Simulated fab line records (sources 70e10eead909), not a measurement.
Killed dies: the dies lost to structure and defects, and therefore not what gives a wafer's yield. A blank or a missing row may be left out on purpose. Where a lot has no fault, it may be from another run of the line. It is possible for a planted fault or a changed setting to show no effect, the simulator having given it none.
fab line records ; flow nand_harc
record lots=12; wafers=36; last_day=24
route steps=1159 shown P_GATE@145 END@1159
lots that met no fault: from a run of the same line without faults
start_h: the number of hours between the record's first day and the start of the first shown wafer of the lot ; wait_h: hours from the lot's prior step to this one ; " as in the row above ; L1.1+2: a row that stands for several wafers ; - no value present, or no start provided ; * or withheld: withheld ; < > ~ a bound
route shown NAME@n: names a module that has steps shown in the file, with the first one's number in the route ; usual: mean/standard deviation of fault-free wafers ; same: alike in all rows ; chamber/n: place in a boat ; sites: per-site readings ; _std_site: the values' standard deviation ; _edge_site: the outer-site mean with the inner-site mean subtracted ; radius_mm: for every site, how far away it sits from the centre of the wafer ; mask NAME#n: copy n ; behind: the most recent tool/chamber to have shaped the wafer ; hold: why the lot was held/for how many hours/how that ended ; device: the transistor (n, p or np) that didn't switch ; end of line: the same wafers' tests at the end of the route ; a step with no rows: only its recipe ; killed: count of dies lost to structure and defects at first sort (not the wafer's yield) ; map: a wafer's dies, x killed, . not, _ none there
set.NAME: setting as actually run; set.NAME@STEP: the setting as run at that earlier step ; model.NAME: the simulator's own value behind a step, which no gauge read
one table for each step of the route and one row for each wafer, over a sample of lots
services: when a tool's chamber went out of use (start_h, in hours from the record's first day, below 0 if earlier), for how many hours, and the reason
## steps
# step NHARC_P_GATE_ETCH_104
# recipe target_depth_a=600; time_s=withheld; cf4_flow_sccm=100; chf3_flow_sccm=30; ar_flow_sccm=0; rf_w=500; bias_w=200; chemistry=CF4/CHF3
# usual drypump_motor_current_A=5.8/0.49; oes_product_au=0.941/0.02; rf_vpp_V=371.8/2; showerhead_plenum_p_Torr=1.61/0.06; throttle_valve_pct=16.801/0.0097
lot.wafer;tool;chamber;start_h;wait_h;drypump_motor_current_A;oes_product_au;rf_vpp_V;showerhead_plenum_p_Torr;throttle_valve_pct
L636.4;rie_diel-12;3;86.18;0.1;5.2;0.946;374.0;1.66;16.809
L636.1;rie_diel-12;2;86.18;0.1;6.3;0.964;374.1;1.69;16.807
L636.5;rie_diel-12;0;86.18;0.1;5.4;0.975;370.6;1.57;16.797
L638.3;rie_diel-12;1;104.39;0.1;6.2;0.932;374.4;1.64;16.776
L638.5;rie_diel-12;0;104.39;0.1;5.3;0.946;369.1;1.57;16.785
L638.4;rie_diel-12;3;104.39;0.1;5.2;0.935;374.6;1.66;16.799
L640.1;rie_diel-13;0;114.37;0.1;5.9;0.951;372.7;1.62;16.806
L640.2;rie_diel-13;2;114.37;0.1;6.3;0.961;369.6;1.52;16.816
L640.6;rie_diel-13;0;114.37;0.1;5.9;0.943;373.2;1.62;16.813
L641.4;rie_diel-09;1;123.15;0.1;6.7;0.946;372.1;1.58;16.801
L641.2;rie_diel-09;0;123.15;0.1;5.8;0.962;367.8;1.49;16.802
L641.6;rie_diel-09;1;123.15;0.1;6.8;0.938;369.2;1.58;16.809
L642.1;rie_diel-09;1;132.09;0.1;6.8;0.962;371.0;1.58;16.804
L642.2;rie_diel-09;2;132.09;0.1;5.3;0.967;373.4;1.64;16.807
L642.6;rie_diel-09;2;132.09;0.1;5.3;0.948;372.6;1.64;16.799
L650.4;rie_diel-12;2;174.41;0.1;6.3;0.934;372.8;1.68;16.777
L650.3;rie_diel-12;1;174.41;0.1;6.2;0.924;372.5;1.63;16.809
L650.6;rie_diel-12;2;174.41;0.1;6.3;0.933;373.4;1.68;16.796
L651.1;rie_diel-13;3;175.27;0.4;5.4;0.935;371.1;1.57;16.816
L651.5;rie_diel-13;1;175.27;0.4;5.7;0.912;375.6;1.69;16.784
L651.6;rie_diel-13;2;175.27;0.4;6.3;0.933;368.8;1.52;16.812
L655.2;rie_diel-13;1;200.31;0.1;5.7;0.918;374.7;1.69;16.794
L655.4;rie_diel-13;3;200.31;0.1;5.4;0.934;371.0;1.57;16.799
L655.6;rie_diel-13;2;200.31;0.1;6.3;0.919;368.7;1.51;16.794
L654.4;rie_diel-09;3;200.96;0.1;5.3;0.971;372.1;1.62;16.793
L654.1;rie_diel-09;0;200.96;0.1;5.7;0.946;368.1;1.49;16.804
L654.3;rie_diel-09;2;200.96;0.1;5.4;0.980;372.8;1.64;16.796
L656.1;rie_diel-13;1;206.33;0.5;5.7;0.916;373.4;1.69;16.800
L656.2;rie_diel-13;3;206.33;0.5;5.4;0.931;371.8;1.57;16.797
L656.5;rie_diel-13;1;206.33;0.5;5.7;0.900;374.0;1.69;16.813
L658.1;rie_diel-12;0;214.00;0.1;5.4;0.949;370.8;1.56;16.813
L658.3;rie_diel-12;1;214.00;0.1;6.2;0.935;372.4;1.63;16.799
L658.5;rie_diel-12;3;214.00;0.1;5.3;0.970;373.8;1.65;16.791
L659.2;rie_diel-13;3;232.75;0.1;5.4;0.958;370.7;1.57;16.796
L659.1;rie_diel-13;0;232.75;0.1;5.9;0.936;373.0;1.61;16.814
L659.3;rie_diel-13;2;232.75;0.1;6.4;0.945;367.8;1.51;16.798
# step NHARC_P_GATE_ETCH_114
# recipe target_depth_a=300; overetch_a=30; time_s=16.5; ion_energy_ev=100; cf4_flow_sccm=80; o2_flow_sccm=20; ar_flow_sccm=0; rf_w=300; bias_w=100; chemistry=CF4/O2
# usual drypump_motor_current_A=5.8/0.49; o2_flow_sccm=19.99/0.058; oes_product_au=0.998/0.011; rf_vpp_V=198.4/1.3; showerhead_plenum_p_Torr=1.36/0.054; throttle_valve_pct=13.398/0.0085
# same time_s=16.5
lot.wafer;tool;chamber;start_h;wait_h;drypump_motor_current_A;o2_flow_sccm;oes_product_au;rf_hours_counter_h;rf_vpp_V;showerhead_plenum_p_Torr;throttle_valve_pct
L636.1;rie_diel-12;2;-;-;6.3;20.01;1.008;7;200.6;1.43;13.388
L636.4;rie_diel-12;3;-;-;5.2;20.04;0.996;7;199.1;1.41;13.397
L636.5;rie_diel-12;2;-;-;6.2;19.98;1.019;-;199.7;1.43;13.389
L638.3;rie_diel-12;3;-;-;5.2;19.94;0.996;12;198.6;1.41;13.397
L638.4;rie_diel-12;1;-;-;6.2;20.00;0.997;11;199.2;1.39;13.397
L638.5;rie_diel-12;3;-;-;5.2;20.02;0.997;-;198.7;1.41;13.404
L640.1;rie_diel-13;3;-;-;5.4;19.97;1.010;4;197.1;1.34;13.392
L640.2;rie_diel-13;1;-;-;5.7;20.07;0.983;4;200.2;1.45;13.404
L640.6;rie_diel-13;0;-;-;5.9;20.03;0.986;-;199.0;1.38;13.405
L641.2;rie_diel-09;2;-;-;5.3;19.88;0.993;12;199.1;1.40;13.396
L641.4;rie_diel-09;0;-;-;5.7;19.94;0.978;14;194.9;1.26;13.406
L641.6;rie_diel-09;1;-;-;6.8;20.03;0.975;-;198.3;1.34;13.402
L642.1;rie_diel-09;1;-;-;6.8;19.97;0.983;14;196.8;1.34;13.404
L642.2;rie_diel-09;2;-;-;5.4;20.00;0.995;13;200.0;1.40;13.393
L642.6;rie_diel-09;1;-;-;6.7;19.95;0.989;-;199.3;1.34;13.408
L650.3;rie_diel-12;2;-;-;6.2;20.08;1.004;24;199.1;1.43;13.391
L650.4;rie_diel-12;0;-;-;5.4;19.91;0.998;23;196.8;1.33;13.384
L650.6;rie_diel-12;2;-;-;6.3;20.10;1.009;-;200.1;1.43;13.395
L651.1;rie_diel-13;2;-;-;6.3;20.03;0.984;26;197.2;1.28;13.387
L651.6;rie_diel-13;3;-;-;5.4;20.01;1.002;-;198.9;1.33;13.398
L651.5;rie_diel-13;0;-;-;5.9;19.94;0.980;-;199.5;1.37;13.394
L655.2;rie_diel-13;2;-;-;6.3;19.99;0.991;34;196.6;1.28;13.400
L655.6;rie_diel-13;1;-;-;5.7;19.90;0.993;-;200.4;1.44;13.399
L655.4;rie_diel-13;2;-;-;6.3;19.95;0.993;-;197.3;1.28;13.407
L654.3;rie_diel-09;3;-;-;5.3;19.90;0.998;44;198.2;1.38;13.384
L654.1;rie_diel-09;1;-;-;6.7;19.95;0.983;39;196.7;1.33;13.408
L654.4;rie_diel-09;2;-;-;5.4;19.92;1.001;39;199.3;1.39;13.384
L656.2;rie_diel-13;3;-;-;5.4;19.94;1.007;35;198.1;1.33;13.378
L656.1;rie_diel-13;0;-;-;5.9;20.12;0.998;33;198.4;1.37;13.396
L656.5;rie_diel-13;2;-;-;6.3;20.08;0.993;-;196.2;1.28;13.396
L658.3;rie_diel-12;3;-;-;5.3;20.01;0.993;1;202.1;1.40;13.405
L658.1;rie_diel-12;2;-;-;6.3;20.06;0.993;2;200.3;1.43;13.396
L658.5;rie_diel-12;3;-;-;5.2;20.00;0.997;-;197.2;1.40;13.409
L659.3;rie_diel-13;2;-;-;6.3;19.97;1.006;46;196.9;1.28;13.412
L659.2;rie_diel-13;3;-;-;5.4;19.97;1.017;44;198.6;1.33;13.401
L659.1;rie_diel-13;0;-;-;5.9;19.99;1.009;43;198.3;1.37;13.384
# step NHARC_P_GATE_EXPOSE_56
# recipe na=0.6; target_cd_nm=720; dose_mj=14.81; mask_id=P_PSD
# same na=0.6
lot.wafer;tool;chamber;start_h;wait_h;mask
L636.1+4+5;krf_scanner-04;0;99.47;-;P_PSD#0
L638.3+4+5;krf_scanner-01;0;117.73;-;P_PSD#0
L640.1+2+6;krf_scanner-01;0;127.67;-;P_PSD#0
L641.2+4+6;krf_scanner-01;0;136.43;-;P_PSD#0
L642.1+2+6;krf_scanner-03;0;145.56;-;P_HVN#0
L650.3+4+6;krf_scanner-04;0;188.13;-;P_PSD#0
L651.1+5+6;krf_scanner-01;0;188.78;-;P_PSD#0
L655.2+4+6;krf_scanner-03;0;213.60;-;P_PSD#0
L654.1+3+4;krf_scanner-01;0;214.25;-;P_PSD#0
L656.1+2+5;krf_scanner-04;0;219.84;-;P_PSD#0
L658.1+3+5;krf_scanner-03;0;227.57;-;P_PSD#0
L659.1+2+3;krf_scanner-03;0;246.03;-;P_PSD#0
# step NHARC_P_GATE_CD_MEAS_59
# recipe target_cd_nm=720; landing_energy_ev=500
# usual cd_nm=719.3/1.6
lot.wafer;tool;chamber;start_h;wait_h;cd_nm
L636.1;cd_sem-02;0;99.63;-;721.8
L636.4;cd_sem-02;0;99.63;-;717.7
L636.5;cd_sem-02;0;99.63;-;718.4
L638.3;cd_sem-02;0;117.89;-;718.5
L638.4;cd_sem-02;0;117.89;-;718.1
L638.5;cd_sem-02;0;117.89;-;717.7
L640.1;cd_sem-01;0;127.82;-;721.6
L640.2;cd_sem-01;0;127.82;-;720.0
L640.6;cd_sem-01;0;127.82;-;719.6
L641.2;cd_sem-03;0;136.59;-;719.5
L641.4;cd_sem-03;0;136.59;-;718.8
L641.6;cd_sem-03;0;136.59;-;721.6
L642.1;cd_sem-01;0;145.72;-;-
L642.2;cd_sem-01;0;145.72;-;-
L642.6;cd_sem-01;0;145.72;-;-
L650.3;cd_sem-03;0;188.28;-;716.8
L650.4;cd_sem-03;0;188.28;-;717.5
L650.6;cd_sem-03;0;188.28;-;720.2
L651.1;cd_sem-01;0;188.94;-;720.9
L651.5;cd_sem-01;0;188.94;-;719.6
L651.6;cd_sem-01;0;188.94;-;720.4
L655.2;cd_sem-02;0;213.76;-;719.8
L655.4;cd_sem-02;0;213.76;-;720.4
L655.6;cd_sem-02;0;213.76;-;722.0
L654.1;cd_sem-03;0;214.40;-;717.2
L654.3;cd_sem-03;0;214.40;-;720.2
L654.4;cd_sem-03;0;214.40;-;717.0
L656.1;cd_sem-03;0;219.99;-;715.4
L656.2;cd_sem-03;0;219.99;-;716.2
L656.5;cd_sem-03;0;219.99;-;716.3
L658.1;cd_sem-03;0;227.73;-;722.4
L658.3;cd_sem-03;0;227.73;-;722.6
L658.5;cd_sem-03;0;227.73;-;718.4
L659.1;cd_sem-03;0;246.19;-;719.9
L659.2;cd_sem-03;0;246.19;-;720.6
L659.3;cd_sem-03;0;246.19;-;719.5
# step NHARC_P_GATE_STRIP_76
# recipe power_w=1500; temp_c=250; chemistry=O2
# usual drypump_motor_current_A=5.89/0.25; heater_power_w=298/10
lot.wafer;tool;chamber;start_h;wait_h;drypump_motor_current_A;heater_power_w;rf_hours_counter_h
L636.1;plasma_asher-02;0;100.48;0.2;5.86;311;31
L636.4;plasma_asher-02;1;100.48;0.2;6.25;288;-
L636.5;plasma_asher-02;0;100.48;0.2;5.88;308;-
L638.3;plasma_asher-01;1;118.70;0.2;5.55;298;-
L638.4;plasma_asher-01;0;118.70;0.2;5.97;303;-
L638.5;plasma_asher-01;0;118.70;0.2;5.97;301;-
L640.1;plasma_asher-01;0;128.61;0.2;5.96;298;6
L640.2;plasma_asher-01;1;128.61;0.2;5.54;293;6
L640.6;plasma_asher-01;0;128.61;0.2;5.95;312;-
L641.2;plasma_asher-02;0;137.38;0.2;5.86;309;42
L641.4;plasma_asher-02;1;137.38;0.2;6.25;287;-
L641.6;plasma_asher-02;1;137.38;0.2;6.23;285;-
L642.1;plasma_asher-02;1;146.52;0.2;6.24;295;46
L642.2;plasma_asher-02;0;146.52;0.2;5.86;305;46
L642.6;plasma_asher-02;0;146.52;0.2;5.88;307;-
L650.4;plasma_asher-01;1;189.13;0.2;5.55;299;-
L650.3;plasma_asher-01;0;189.13;0.2;5.98;303;-
L650.6;plasma_asher-01;0;189.13;0.2;5.95;312;-
L651.1;plasma_asher-01;1;189.74;0.2;5.52;296;31
L651.6;plasma_asher-01;1;189.74;0.2;5.54;291;-
L651.5;plasma_asher-01;0;189.74;0.2;5.97;317;-
L655.2;plasma_asher-02;0;214.55;0.2;5.89;290;6
L655.4;plasma_asher-02;1;214.55;0.2;6.22;284;-
L655.6;plasma_asher-02;1;214.55;0.2;6.21;287;-
L654.1;plasma_asher-02;1;215.20;0.2;6.26;280;6
L654.3;plasma_asher-02;0;215.20;0.2;5.87;299;-
L654.4;plasma_asher-02;1;215.20;0.2;6.25;286;-
L656.2;plasma_asher-02;0;220.78;0.2;5.86;296;9
L656.1;plasma_asher-02;1;220.78;0.2;6.24;279;9
L656.5;plasma_asher-02;1;220.78;0.2;6.25;280;-
L658.1;plasma_asher-02;0;228.51;0.2;5.83;306;11
L658.3;plasma_asher-02;1;228.51;0.2;6.22;280;-
L658.5;plasma_asher-02;0;228.51;0.2;5.85;298;-
L659.2;plasma_asher-01;1;246.98;0.2;5.53;294;49
L659.1;plasma_asher-01;0;246.98;0.2;5.95;310;49
L659.3;plasma_asher-01;0;246.98;0.2;5.99;302;-
# step NHARC_END_SORT_01
# recipe temp_c=25
# usual killed_at_array=29/9.4; killed_at_other=0.7/1.3; killed_at_periphery=2.9/2.1; killed_dies=32/9; killed_open=3.3/1.8; killed_short=1.9/1.4
# same gross_dies=677
lot.wafer;tool;chamber;start_h;wait_h;hold;killed_at_array;killed_at_other;killed_at_periphery;killed_dies;killed_open;killed_short
L636.1;prober-02;0;471.54;2.5;-;31;0;1;32;1;5
L636.4;prober-02;0;473.89;3.4;-;27;0;1;28;3;0
L636.5;prober-02;0;474.68;3.6;-;30;0;1;31;0;1
L641.2;prober-01;0;496.29;2.8;-;19;1;1;21;2;2
L641.4;prober-01;0;497.89;3.4;-;11;0;1;12;1;2
L641.6;prober-01;0;499.49;4.0;-;22;2;1;25;3;2
L642.1;prober-02;0;503.22;2.5;await_dispo/2.6h/scrap;18;1;658;677;4;5
L642.2;prober-02;0;504.03;2.8;await_dispo/2.6h/scrap;22;0;655;677;7;4
L642.6;prober-02;0;507.27;4.0;await_dispo/2.6h/scrap;14;3;660;677;3;1
L651.1;prober-01;0;537.23;2.5;-;20;6;4;30;6;3
L651.5;prober-01;0;540.42;3.7;-;19;7;3;29;4;2
L651.6;prober-01;0;541.22;4.0;-;15;4;1;20;3;1
L650.3;prober-02;0;557.34;3.1;-;37;0;3;40;2;3
L650.4;prober-02;0;558.14;3.4;-;40;0;0;40;0;1
L650.6;prober-02;0;559.73;4.0;-;48;2;1;51;4;1
# killed by level:class
L636.1 A_SLIT:chamber_film_flake=8 A_CHANNEL_HOLE_D1:chamber_film_flake=6 A_CONTACT:chamber_film_flake=4 A_ZERO_WELL:chamber_film_flake=2 A_M0:chamber_film_flake=2 A_CHANNEL_FILL_D1:geometric_particle:short=1 A_WL_FILL:geometric_particle:short=1 A_CONTACT:geometric_particle:short=1
L636.4 A_CHANNEL_HOLE_D1:chamber_film_flake=10 A_SLIT:chamber_film_flake=10 A_CONTACT:chamber_film_flake=3 P_M2:geometric_particle:open=1 A_ONON_D1:geometric_particle:open=1 A_CONTACT:geometric_particle:open=1 A_STAIRCASE:chamber_film_flake=1 A_M0:chamber_film_flake=1
L636.5 A_CHANNEL_HOLE_D1:chamber_film_flake=13 A_SLIT:chamber_film_flake=7 A_STAIRCASE:chamber_film_flake=4 A_CONTACT:chamber_film_flake=3 A_SOURCE_PLATE:geometric_particle:short=1 P_STI:chamber_film_flake=1 A_ZERO_WELL:chamber_film_flake=1 A_WL_FILL:chamber_film_flake=1
L641.2 A_CHANNEL_HOLE_D1:chamber_film_flake=7 A_STAIRCASE:chamber_film_flake=4 A_CONTACT:chamber_film_flake=3 P_M2:geometric_particle:open=1 A_ONON_D1:geometric_particle:short=1 A_CHANNEL_FILL_D1:geometric_particle:short=1 A_CONTACT:geometric_particle:open=1 A_SLIT:chamber_film_flake=1
L641.4 A_CHANNEL_HOLE_D1:chamber_film_flake=3 A_SGD_CUT:chamber_film_flake=2 A_CONTACT:chamber_film_flake=2 A_ONON_D1:geometric_particle:short=1 A_WL_FILL:geometric_particle:open=1 A_WL_FILL:geometric_particle:short=1 P_ZERO_WELL:chamber_film_flake=1 A_STAIRCASE:chamber_film_flake=1
L641.6 A_CHANNEL_HOLE_D1:chamber_film_flake=7 A_SGD_CUT:chamber_film_flake=3 A_CONTACT:chamber_film_flake=3 A_M0:geometric_particle:open=2 A_STAIRCASE:chamber_film_flake=2 A_WL_FILL:chamber_film_flake=2 THIN_TSV:chamber_film_flake=2 A_ONON_D1:geometric_particle:short=1
L642.1 P_GATE:area_expose=652 A_CHANNEL_HOLE_D1:chamber_film_flake=4 A_CONTACT:chamber_film_flake=3 A_CONTACT:geometric_particle:open=2 P_STI:chamber_film_flake=2 P_CONTACT:chamber_film_flake=2 A_ZERO_WELL:chamber_film_flake=2 P_GATE:geometric_particle:open=1
L642.2 P_GATE:area_expose=649 A_CONTACT:chamber_film_flake=6 A_CHANNEL_HOLE_D1:chamber_film_flake=4 A_CHANNEL_FILL_D1:geometric_particle:open=3 A_STAIRCASE:chamber_film_flake=3 A_CONTACT:geometric_particle:short=2 P_ZERO_WELL:chamber_film_flake=2 P_STI:chamber_film_flake=2
L642.6 P_GATE:area_expose=653 A_ZERO_WELL:chamber_film_flake=4 P_STI:chamber_film_flake=3 P_M1:chamber_film_flake=3 A_CONTACT:chamber_film_flake=3 A_STAIRCASE:chamber_film_flake=3 THIN_TSV:chamber_film_flake=2 A_WL_FILL:geometric_particle:short=1
L651.1 A_CHANNEL_HOLE_D1:chamber_film_flake=9 THIN_TSV:chamber_film_flake=6 A_SGD_CUT:geometric_particle:short=2 A_M1:geometric_particle:open=2 A_STAIRCASE:chamber_film_flake=2 P_GATE:geometric_particle:open=1 P_M1:geometric_particle:open=1 A_CHANNEL_HOLE_D1:geometric_particle:short=1
L651.5 THIN_TSV:chamber_film_flake=7 A_CHANNEL_HOLE_D1:chamber_film_flake=6 A_CONTACT:chamber_film_flake=3 A_STAIRCASE:chamber_film_flake=2 A_WL_FILL:chamber_film_flake=2 P_M0:geometric_particle:open=1 A_CHANNEL_HOLE_D1:geometric_particle:open=1 A_CHANNEL_FILL_D1:geometric_particle:short=1
L651.6 A_CONTACT:chamber_film_flake=5 THIN_TSV:chamber_film_flake=4 A_CHANNEL_HOLE_D1:chamber_film_flake=3 A_WL_FILL:chamber_film_flake=2 A_CHANNEL_FILL_D1:geometric_particle:open=1 A_SGD_CUT:geometric_particle:short=1 A_CONTACT:geometric_particle:open=1 A_M1:geometric_particle:open=1
L650.3 A_CHANNEL_HOLE_D1:chamber_film_flake=16 A_SLIT:chamber_film_flake=13 A_CONTACT:chamber_film_flake=5 P_CONTACT:geometric_particle:open=1 P_M0:geometric_particle:open=1 P_M2:geometric_particle:short=1 A_CHANNEL_FILL_D1:geometric_particle:short=1 A_WL_FILL:geometric_particle:short=1
L650.4 A_SLIT:chamber_film_flake=21 A_CHANNEL_HOLE_D1:chamber_film_flake=14 A_CONTACT:chamber_film_flake=3 A_SGD_CUT:geometric_particle:short=1 A_BLC:chamber_film_flake=1
L650.6 A_SLIT:chamber_film_flake=20 A_CHANNEL_HOLE_D1:chamber_film_flake=17 A_CONTACT:chamber_film_flake=4 A_CONTACT:geometric_particle:open=2 THIN_TSV:chamber_film_flake=2 A_CHANNEL_FILL_D1:geometric_particle:open=1 A_CONTACT:geometric_particle:short=1 A_M0:geometric_particle:open=1
## services
tool;chamber;start_h;hours;kind
rie_diel-13;-;75.81;0.4;repair
rie_diel-09;-;77.16;9.0;pm
rie_diel-13;-;79.63;0.4;repair
krf_scanner-01;-;84.00;4.0;pm
plasma_asher-01;-;99.00;9.0;pm
rie_diel-13;-;99.00;9.0;pm
krf_scanner-03;-;100.26;0.5;repair
rie_diel-12;2;101.17;3.5;repair
rie_diel-12;0;112.39;14.9;repair
rie_diel-13;-;154.72;0.8;repair
krf_scanner-03;-;168.00;4.0;pm
krf_scanner-01;-;171.49;0.5;repair
plasma_asher-02;-;178.54;2.7;repair
plasma_asher-02;-;183.41;9.0;pm
plasma_asher-02;-;196.90;2.1;repair
rie_diel-13;0;199.13;4.1;repair
rie_diel-12;-;202.40;9.0;pm
krf_scanner-01;-;216.76;1.9;repair
rie_diel-12;3;225.81;4.9;repair
rie_diel-13;1;232.74;8.7;repair
plasma_asher-01;-;233.44;3.1;repair
krf_scanner-01;-;235.47;7.3;repair
plasma_asher-02;-;237.72;1.6;repair
rie_diel-09;-;238.48;0.9;repair
## key
first_sign step=NHARC_P_GATE_EXPOSE_56; reading=mask; direction=changed
effect step=NHARC_P_GATE_CD_MEAS_59; reading=cd_nm; direction=missing
effect step=NHARC_END_SORT_01; reading=killed_at_periphery; direction=up; sigmas=99+; usual=2.9; struck=657.7
more_kills_born_at NHARC_P_GATE_EXPOSE_56@krf_scanner-03=1954
met_at NHARC_P_GATE_EXPOSE_56
struck_lots L642
later_rows_left_out L642.1,L642.2,L642.6
tester_left_out L642
not_acting_at NHARC_P_GATE_ETCH_104,NHARC_P_GATE_ETCH_114,NHARC_P_GATE_STRIP_76
fault kind=wrong_mask; tool=any; chamber=-; onset_h=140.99; steps=NHARC_P_GATE_EXPOSE_56; aux_copy=P_HVN#0; scope=struck_lots_only
# tester_left_out: of these lots the tester's yield and bins aren't shown, on N5 and GAA mostly nor the transistor test; their killed dies are dies lost to structure and defects alone, not to doping, threshold or leakage, so they don't give the yield
# later_rows_left_out: the simulator's readings of these wafers behind a module that went badly wrong aren't trusted and aren't shown, but for the sort
